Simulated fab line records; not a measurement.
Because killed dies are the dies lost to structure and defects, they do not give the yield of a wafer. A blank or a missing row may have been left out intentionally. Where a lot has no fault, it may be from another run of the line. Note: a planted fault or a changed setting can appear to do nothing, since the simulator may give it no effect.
Struck lot and sound lot, side by side | flow n5Finfet | 14 steps out of a route of 1938
Sound: the wafers L154.1, L154.2, L154.3. Struck: wafer L148.3. (L148.2, L148.6 of the same lot were not struck and are left out.) The cause comes at the end.
For every step that has rows: the tool of each side, followed by ch and its chambers, followed by its first start. Under that, the readings that differ: sound wafers | struck wafers | difference of the means | sigmas: that difference in standard deviations of wafers without a fault.
alike: same words and numbers on both sides, and readings whose means sit less than 2 such deviations apart. not compared: any withheld reading, any reading some wafer has no value for, any bound like >300 that may hide the same value, and any number with overlapping values for which the record gives no deviation.
Wherever a step has rows on one side only, a row that says differs or no value, or a row with sigmas, the two part there. Non-overlapping numbers with no deviation appear without sigmas and do not part them. A reading missing from all wafers of one side parts the sides only when that side holds two or more wafers.

first, 2 steps without rows for these wafers: N5_BEOL_M12_PRECLEAN_39 (cleans in residue remover, time 60 s); N5_BEOL_M12_SRD_40 (time 30 s, dry time 30 s).
N5_BEOL_M12_DEGAS_41: time 60 s.
  sound: pvdSputter-03 at day 15 16:46; struck: pvdSputter-01 at day 13 20:16
  alike: heaterPowerW
N5_BEOL_M12_PRE_CLEAN_42: time 30 s.
  sound: pvdSputter-03 at day 15 16:48; struck: pvdSputter-01 at day 13 20:19
  alike: heaterPowerW
then, 2 steps without rows for these wafers: N5_BEOL_M12_SPUTTER_43 (material TaN, target thk 15 nm, time 24.19 s); N5_BEOL_M12_SPUTTER_44 (material Ta, target thk 10 nm, time 16.13 s).
N5_BEOL_M12_SPUTTER_45: material Cu, target thk 80 nm, time 13.33 s.
  sound: pvdSputter-03 at day 15 17:00; struck: pvdSputter-01 at day 13 20:31
  alike: chuckSensorTempC, throttleValvePct
then, 1 step without rows for these wafers: N5_BEOL_M12_ECD_47 (material Cu, target thk 720 nm).
N5_BEOL_M12_ANNEAL_48: time 90 s.
  sound on rtpAnneal-02 ch 0, day 15 17:38; struck on rtpAnneal-01 ch 0, day 13 20:49
  alike: wafer_temp_C_max
N5_BEOL_M12_CMP_49: polishes, stops on SiOC, t overpolish 20.6 s, target thk 320 nm.
  sound on cmp-03 ch 1,2,3, day 15 18:05; struck on cmp-04 ch 2, day 13 21:04
  alike: barrierFieldEndpointS, clearingPlatenDownForcePsi, motorCurrentA, overpolishRunS
N5_BEOL_M12_THK_MEAS_50: measures by xrf.
  sound: filmMetro-02 at day 15 18:23; struck: filmMetro-01 at day 13 21:22
  alike: M12_THK
then, 1 step without rows for these wafers: N5_BEOL_M12_PRE_CLEAN_52 (time 15 s).
N5_BEOL_M12_DEP_53: deposits SiCN from 3MS/NH3, target thk 30 nm, time 10.5 s.
  sound on pecvd-01 ch 0,1,2, day 15 18:26; struck on pecvd-04 ch 2, day 13 21:26
reading                                  | sound        | struck | difference | sigmas
model.SiCN_of_BEOL_M12_DEP_53.thkNm (nm) | 30 29.6 30.2 | 33.8   | +3.9       | 
  alike: showerheadPlenumPTorr, throttleValvePct
N5_BEOL_M12_RS_MEAS_54: a four-point-probe measurement.
  sound: filmMetro-02 at day 15 18:30; struck: filmMetro-02 at day 13 21:29
  alike: M12_RS

## WHERE THEY PART
Nowhere in this record.

WHY: what the simulator had put in
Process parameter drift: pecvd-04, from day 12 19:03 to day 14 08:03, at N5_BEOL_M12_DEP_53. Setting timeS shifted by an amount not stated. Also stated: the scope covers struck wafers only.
